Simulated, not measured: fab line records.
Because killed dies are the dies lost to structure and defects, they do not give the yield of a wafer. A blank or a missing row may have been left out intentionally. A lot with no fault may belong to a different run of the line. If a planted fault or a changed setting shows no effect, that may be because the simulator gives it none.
Matching of chambers + flow n5Finfet + aldSin-03 running N5_MOL_CONTACT_COAG_ALD_123: 4 sister chambers
The step deposits SiNx, target thk 5 nm, pulse time 1 s, purge time 2 s. 4 wafers are shown with their chamber, then 7 later ones without.

## WAFERS WITH THEIR CHAMBER
| wafer  | chamber | heaterPowerW (W) |
|--------|---------|------------------|
| L803.5 | 3       | 881              |
| L810.6 | 1       | 898              |
| L814.1 | 2       | 916              |
| L814.2 | 0       | 872              |

## WAFERS WITHOUT THEIR CHAMBER
| wafer  | heaterPowerW (W) |
|--------|------------------|
| L814.5 | 877              |
| L816.1 | 883              |
| L816.4 | 885              |
| L816.5 | 929              |
| L817.1 | 892              |
| L817.4 | 955              |
| L817.6 | 890              |

## THE CHAMBER EACH PASSED THROUGH
| wafer  | from the rows above               | in truth |
|--------|-----------------------------------|----------|
| L814.5 | can't be placed: 3 or 0 or 1      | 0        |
| L816.1 | can't be placed: 3 or 0 or 1 or 2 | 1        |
| L816.4 | can't be placed: 3 or 0 or 1 or 2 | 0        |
| L816.5 | can't be placed: 2 or 1           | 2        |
| L817.1 | can't be placed: 1 or 3 or 0 or 2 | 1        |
| L817.4 | can't be placed: 2 or 1           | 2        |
| L817.6 | can't be placed: 1 or 3 or 0 or 2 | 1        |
Correctly placed: 0 of 7. From these rows, 7 cannot be placed; in 7 the true chamber is one of the candidates. Number placed wrongly: 0.
How it was worked out, from the rows above alone: a wafer's distance from a chamber is the root of the sum, over the readings, of the square of ((its reading less the chamber's mean) divided by the reading's scatter). The wafer belongs to the nearest chamber; if the next one is less than 2 further off, it can't be placed. For every chamber, the mean is computed from those of its wafers that are shown. The scatter: root of mean squared gap, hidden wafer to nearest shown wafer, with one shown wafer a chamber.
